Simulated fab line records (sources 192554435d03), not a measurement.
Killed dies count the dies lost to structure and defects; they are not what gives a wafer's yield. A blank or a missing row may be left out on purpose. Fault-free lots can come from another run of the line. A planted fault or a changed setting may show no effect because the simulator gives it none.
fab line records	flow n5-finfet
[record] lots = 12	wafers = 36	last-day = 19
route steps=1938 shown BEOL_M8@1388 MIM_BOT_ETCH@1869 PAD_METAL@1894 PASSIVATION@1936
lots with no fault: from the same line, run without faults
start-h: hours from the record's first day to the start of the lot's first wafer shown	wait-h: time in hours since the lot's previous step	" as in the row above	L1.1+2: one row covering several wafers at once	- no value present, or no start provided	* or withheld: withheld	< > ~ a bound
route shown NAME@n: NAME is a module with steps in the file, n the number in the route of the first one	usual: the fault-free wafers' mean and standard deviation	same: alike in all rows	chamber/n: place in a boat	sites: readings site by site	_std_site: standard deviation across them	_edge_site: outer sites' mean less inner sites'	radius-mm: for every site, how far away it sits from the centre of the wafer	mask NAME#n: copy n	behind: the most recent tool/chamber to have shaped the wafer	hold: why the lot was held/for how many hours/how that ended	device: the n, p or np transistor that did not switch	end of line: at the end of the route, the tests of the same wafers	where a step has no rows: the recipe by itself	killed: the dies lost at the first sort to structure and to defects; this is not the yield of the wafer	map: the dies of a wafer, with x for killed, . for not killed, _ for no die there
set.NAME: the setting as run; set.NAME@STEP: as run at that earlier step	model.NAME: the simulator's own value behind a step, which no gauge read
steps of the route over a sample of lots; a table a step, a row a wafer
services: the hour from which a tool's chamber was out of use, counted from the record's first day as start-h (under 0 if before that day), plus the number of hours and why
[[steps]]
[step N5_BEOL_M8_PRE_CLEAN_45]
[recipe] gas = H2/He	time-s = 30	temp-c = 250
[usual] heater-power-w = 352/34
lot.wafer	tool	chamber	start-h	wait-h	heater-power-w
L511.2	pvd-sputter-03	-	242.29	0.0	334
L511.5	"	-	"	"	307
L511.6	"	-	"	"	292
L515.1	pvd-sputter-01	-	275.48	0.0	341
L515.3	"	-	"	"	357
L515.5	"	-	"	"	346
L518.1	pvd-sputter-01	-	286.67	0.0	341
L518.3	"	-	"	"	354
L518.6	"	-	"	"	409
L519.1	pvd-sputter-01	-	290.57	0.0	359
L519.3	"	-	"	"	346
L519.4	"	-	"	"	340
L517.3	pvd-sputter-02	-	292.95	0.0	356
L517.5	"	-	"	"	383
L517.6	"	-	"	"	353
L520.1	pvd-sputter-03	-	303.02	0.0	327
L520.4	"	-	"	"	293
L520.6	"	-	"	"	297
L521.1	pvd-sputter-01	-	303.44	0.0	341
L521.2	"	-	"	"	353
L521.4	"	-	"	"	402
L522.2	pvd-sputter-02	-	320.51	0.0	373
L522.3	"	-	"	"	326
L522.6	"	-	"	"	316
L524.2	pvd-sputter-03	-	324.18	0.0	336
L524.3	"	-	"	"	295
L524.5	"	-	"	"	291
L530.1	pvd-sputter-01	-	361.62	0.0	343
L530.3	"	-	"	"	356
L530.5	"	-	"	"	413
L528.1	pvd-sputter-01	-	369.13	0.0	408
L528.4	"	-	"	"	359
L528.6	"	-	"	"	353
L532.1	pvd-sputter-02	-	396.72	0.0	382
L532.2	"	-	"	"	326
L532.4	"	-	"	"	354
[step N5_MIM_BOT_ETCH_STRIP_01]
[recipe] chemistry = O2	power-w = 600	temp-c = 60	pressure-mtorr = 30	rf-frequency-hz = 6e+07	bias-power-w = 0	overash-fraction = 0.5	o2-flow-sccm = 225
[usual] drypump-motor-current-A = 5.8/0.4	oes-product-au = 0.77/0.074	rf-vpp-V = 3.8/1.4	showerhead-plenum-p-Torr = 2.11/0.054	temp-c = 60.01/0.12	throttle-valve-pct = 16.74/0.17
lot.wafer	tool	chamber	start-h	wait-h	drypump-motor-current-A	oes-product-au	rf-hours-counter-h	rf-vpp-V	showerhead-plenum-p-Torr	temp-c	throttle-valve-pct
L511.2	rie-diel-01	1	305.34	0.1	5.7	0.79	121	6.6	2.11	59.98	16.73
L511.5	"	2	"	"	6.2	0.81	-	3.0	2.02	59.90	16.77
L511.6	"	3	"	"	5.5	0.73	-	6.2	2.09	59.67	16.85
L515.1	rie-diel-06	1	338.83	0.5	5.7	0.78	112	3.7	2.11	60.07	16.74
L515.3	"	3	"	"	5.8	0.72	192	3.9	2.09	60.09	16.73
L515.5	"	3	"	"	5.9	0.71	-	2.9	2.09	60.03	16.74
L518.1	rie-diel-06	1	345.49	0.2	5.7	0.78	115	3.7	2.11	60.01	16.74
L518.3	"	3	"	"	5.9	0.71	196	4.0	2.09	60.07	16.73
L518.6	"	2	"	"	5.1	0.69	-	1.7	2.17	60.02	16.70
L519.1	rie-diel-06	2	350.60	0.2	5.1	0.70	229	1.8	2.17	59.95	16.73
L519.3	"	3	"	"	5.9	0.72	198	4.6	2.09	59.96	16.75
L519.4	"	1	"	"	5.7	0.79	117	1.8	2.11	59.96	16.79
L517.3	rie-diel-01	2	356.39	0.1	6.2	0.79	125	3.8	2.01	59.90	16.85
L517.5	"	1	"	"	5.7	0.76	-	6.2	2.11	60.09	16.75
L517.6	"	0	"	"	5.7	0.76	-	2.3	2.20	60.09	16.77
L521.1	rie-diel-06	2	360.17	0.2	5.1	0.68	233	2.5	2.16	60.10	16.69
L521.2	"	3	"	"	5.9	0.72	202	5.4	2.09	59.73	16.79
L521.4	"	0	"	"	5.9	0.70	244	2.8	2.06	59.96	17.00
L520.1	rie-diel-01	1	361.52	0.5	5.8	0.76	141	5.6	2.10	59.83	16.75
L520.4	"	0	"	"	5.7	0.80	121	4.2	2.19	59.99	16.76
L520.6	"	2	"	"	6.2	0.77	-	4.4	2.01	59.93	16.82
L522.2	rie-diel-01	3	375.43	0.1	5.6	0.69	204	2.0	2.07	59.99	16.89
L522.3	"	1	"	"	5.7	0.76	146	2.6	2.10	60.08	16.77
L522.6	"	2	"	"	6.2	0.77	-	5.2	2.01	60.06	16.84
L524.2	rie-diel-04	3	388.49	0.1	6.5	0.70	246	4.9	2.16	59.80	16.69
L524.3	"	1	"	"	5.3	0.75	168	2.5	2.08	59.91	16.54
L524.5	"	3	"	"	6.5	0.70	-	2.8	2.16	59.80	16.62
L530.1	rie-diel-04	3	425.84	0.1	6.5	0.97	3	3.3	2.16	59.88	16.16
L530.3	"	1	"	"	5.3	0.72	182	5.7	2.08	59.92	16.51
L530.5	"	2	"	"	5.5	0.89	-	1.7	2.14	60.01	16.87
L528.1	rie-diel-06	0	428.89	0.1	5.9	0.92	7	4.6	2.06	60.13	16.58
L528.4	"	0	"	"	5.9	0.94	-	1.8	2.06	59.96	16.56
L528.6	"	1	"	"	5.7	0.75	-	3.0	2.10	60.10	16.83
L532.1	rie-diel-06	2	452.26	0.1	5.1	0.96	8	3.1	2.15	60.00	16.28
L532.2	"	3	"	"	5.9	0.70	236	2.4	2.07	60.23	16.82
L532.4	"	1	"	"	5.7	0.75	160	2.1	2.09	59.91	16.90
[step N5_PASSIVATION_PRE_CLEAN_19]
[recipe] gas = H2/He	time-s = *	temp-c = *
[usual] heater-power-w = 472/52
lot.wafer	tool	chamber	start-h	wait-h	heater-power-w
L511.2	pvd-sputter-02	-	308.91	0.0	520
L511.5	"	-	"	"	455
L511.6	"	-	"	"	495
L515.1	pvd-sputter-03	-	342.54	0.0	464
L515.3	"	-	"	"	396
L515.5	"	-	"	"	395
L518.1	pvd-sputter-03	-	347.86	0.0	427
L518.3	"	-	"	"	389
L518.6	"	-	"	"	414
L519.1	pvd-sputter-01	-	355.15	0.0	494
L519.3	"	-	"	"	477
L519.4	"	-	"	"	475
L517.3	pvd-sputter-02	-	358.36	0.0	457
L517.5	"	-	"	"	445
L517.6	"	-	"	"	527
L521.1	pvd-sputter-01	-	363.54	0.0	488
L521.2	"	-	"	"	488
L521.4	"	-	"	"	573
L520.1	pvd-sputter-02	-	363.91	0.0	450
L520.4	"	-	"	"	487
L520.6	"	-	"	"	494
L522.2	pvd-sputter-01	-	379.45	0.0	487
L522.3	"	-	"	"	482
L522.6	"	-	"	"	552
L524.2	pvd-sputter-03	-	391.09	0.0	463
L524.3	"	-	"	"	427
L524.5	"	-	"	"	393
L530.1	pvd-sputter-02	-	429.33	0.0	498
L530.3	"	-	"	"	522
L530.5	"	-	"	"	435
L528.1	pvd-sputter-02	-	432.44	0.0	526
L528.4	"	-	"	"	447
L528.6	"	-	"	"	534
L532.1	pvd-sputter-02	-	455.85	0.0	532
L532.2	"	-	"	"	526
L532.4	"	-	"	"	505
[step N5_PASSIVATION_PROBE_49]
[usual] defect-limited-yield = 91.2/1.3	killed_at_M0_to_M3 = 34/9.2	killed_at_M4_up = 14/5	killed-at-contacts = 13/6.7	killed-at-front-end = 39/12	killed-at-other = 4/3.3	killed-dies = 104/15	killed-on-rim = 14/3.7	killed-open = 68/12	killed-short = 34/7.5	sort_bin_5_function = 5.2/0.87	sort_bin_6_memory = 3.3/0.63	sort-n-pass = 1076/15	sort-yield-pct = 91.2/1.3
[same] gross-dies = 1180	killed-at-back-side = 0	sort_bin_4_leakage[%] = 0	sort_bin_8_speed[%] = 0
lot.wafer	tool	chamber	start-h	wait-h	defect-limited-yield[%]	killed_at_M0_to_M3	killed_at_M4_up	killed-at-contacts	killed-at-front-end	killed-at-other	killed-dies	killed-on-rim	killed-open	killed-short	sort_bin_5_function[%]	sort_bin_6_memory[%]	sort-n-pass	sort-yield-pct[%]
L530.1	prober-01	-	435.61	0.0	91.5	37	12	20	25	6	100	12	66	28	5.1	2.9	1080	91.5
L530.3	prober-01	-	435.71	0.1	91.9	42	16	4	30	3	95	7	67	27	4.9	2.8	1085	91.9
L530.5	prober-01	-	435.81	0.2	85.8	25	109	11	19	3	167	33	60	12	8.1	3.1	1013	85.8
L528.1	prober-02	-	439.84	0.3	83.1	50	93	8	45	3	199	33	77	36	10.8	2.8	981	83.1
L528.4	prober-02	-	439.99	0.5	91.2	31	7	10	50	6	104	13	59	45	4.8	3.3	1076	91.2
L528.6	prober-02	-	440.09	0.6	91.0	34	8	10	51	3	106	13	68	37	5.1	3.5	1074	91.0
// killed by level:class
L530.1 MOL_CONTACT_COAG:geometric-particle:open=17 BEOL_M0_SAQP:geometric-particle:open=10 BEOL_M3:geometric-particle:open=7 STI_FIN_REVEAL:geometric-particle:open=5 BEOL_M0_SAQP:geometric-particle:short=5 FIN_SAQP:geometric-particle:open=4 FIN_SAQP:geometric-particle:short=4 BEOL_M1:geometric-particle:open=4
L530.3 STI_FIN_REVEAL:geometric-particle:open=12 BEOL_M2:geometric-particle:open=12 BEOL_M0_SAQP:geometric-particle:short=9 BEOL_M3:geometric-particle:open=9 BEOL_M1:geometric-particle:open=5 BEOL_M5:geometric-particle:open=5 MOL_CONTACT_COAG:geometric-particle:open=4 GATE_CUT:geometric-particle:short=3
L530.5 BEOL_M8:unspecified=90 MOL_CONTACT_COAG:geometric-particle:open=11 BEOL_M3:geometric-particle:open=10 BEOL_M4:geometric-particle:open=9 STI_FIN_REVEAL:geometric-particle:open=8 BEOL_M1:geometric-particle:open=5 BEOL_M5:geometric-particle:open=5 FIN_SAQP:geometric-particle:open=3
L528.1 BEOL_M8:unspecified=83 BEOL_M3:geometric-particle:open=17 FIN_SAQP:geometric-particle:short=14 FIN_SAQP:geometric-particle:open=12 BEOL_M1:geometric-particle:open=8 BEOL_M2:geometric-particle:open=7 MOL_CONTACT_COAG:geometric-particle:open=6 STI_FIN_REVEAL:geometric-particle:open=6
L528.4 FIN_SAQP:geometric-particle:short=18 STI_FIN_REVEAL:geometric-particle:open=11 MOL_CONTACT_COAG:geometric-particle:open=8 BEOL_M0_SAQP:geometric-particle:open=8 BEOL_M0_SAQP:geometric-particle:short=7 BEOL_M2:geometric-particle:open=6 DUMMY_GATE:geometric-particle:open=4 FIN_SAQP:geometric-particle:open=3
L528.6 FIN_SAQP:geometric-particle:open=15 FIN_SAQP:geometric-particle:short=10 BEOL_M3:geometric-particle:open=8 MOL_CONTACT_COAG:geometric-particle:open=7 ILD0:geometric-particle:short=6 BEOL_M2:geometric-particle:open=6 BEOL_M0_SAQP:geometric-particle:open=5 DUMMY_GATE:geometric-particle:open=4
[[services]]
tool	chamber	start-h	hours	kind
rie-diel-01	-	234.77	2.8	pm
rie-diel-06	3	258.10	3.1	repair
rie-diel-04	3	260.32	20.8	repair
rie-diel-06	1	301.28	8.3	repair
rie-diel-06	-	310.71	2.8	pm
rie-diel-01	0	311.39	14.6	repair
rie-diel-01	1	323.83	2.3	repair
rie-diel-04	0	328.48	9.2	repair
rie-diel-01	1	337.50	9.0	repair
rie-diel-01	3	376.33	6.9	repair
rie-diel-06	0	377.94	8.3	repair
rie-diel-06	0	386.49	-	clean
rie-diel-06	0	386.49	-	consumable-replace:esc
rie-diel-06	0	386.49	-	consumable-replace:focus-ring
rie-diel-06	0	386.49	24.7	scheduled-down
rie-diel-06	0	386.49	24.7	vent-cycle
rie-diel-01	2	397.61	35.8	repair
rie-diel-06	2	401.88	2.7	repair
rie-diel-06	2	411.21	-	clean
rie-diel-06	1	416.73	1.6	repair
rie-diel-01	3	424.27	7.3	repair
rie-diel-06	3	429.08	5.5	repair
rie-diel-04	0	429.94	6.2	repair
pvd-sputter-02	-	444.70	7.5	repair
[[key]]
[first-sign] step = N5_PASSIVATION_PROBE_49	reading = killed_at_M4_up	direction = up	sigmas = 17	usual = 14	struck = 101
[effect] step = N5_PASSIVATION_PROBE_49	reading = defect-limited-yield	direction = down	sigmas = 5.2	usual = 91.2	struck = 84.5
[more-kills-born-at] N5_BEOL_M8_PRE_CLEAN_45@pvd-sputter-01 = 173
met-at N5_BEOL_M8_PRE_CLEAN_45
struck-lots L528,L530
struck-wafers L528.1,L530.5
not-acting-at N5_MIM_BOT_ETCH_STRIP_01,N5_PASSIVATION_PRE_CLEAN_19
onset-between 303.44 361.62
[fault] kind = chamber-particle-source	tool = pvd-sputter-01	chamber = -	onset-h = 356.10	steps = N5_BEOL_M8_PRE_CLEAN_45	rate-per-visit-cm2 = 2.2173	end-h = 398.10	scope = struck-wafers-only
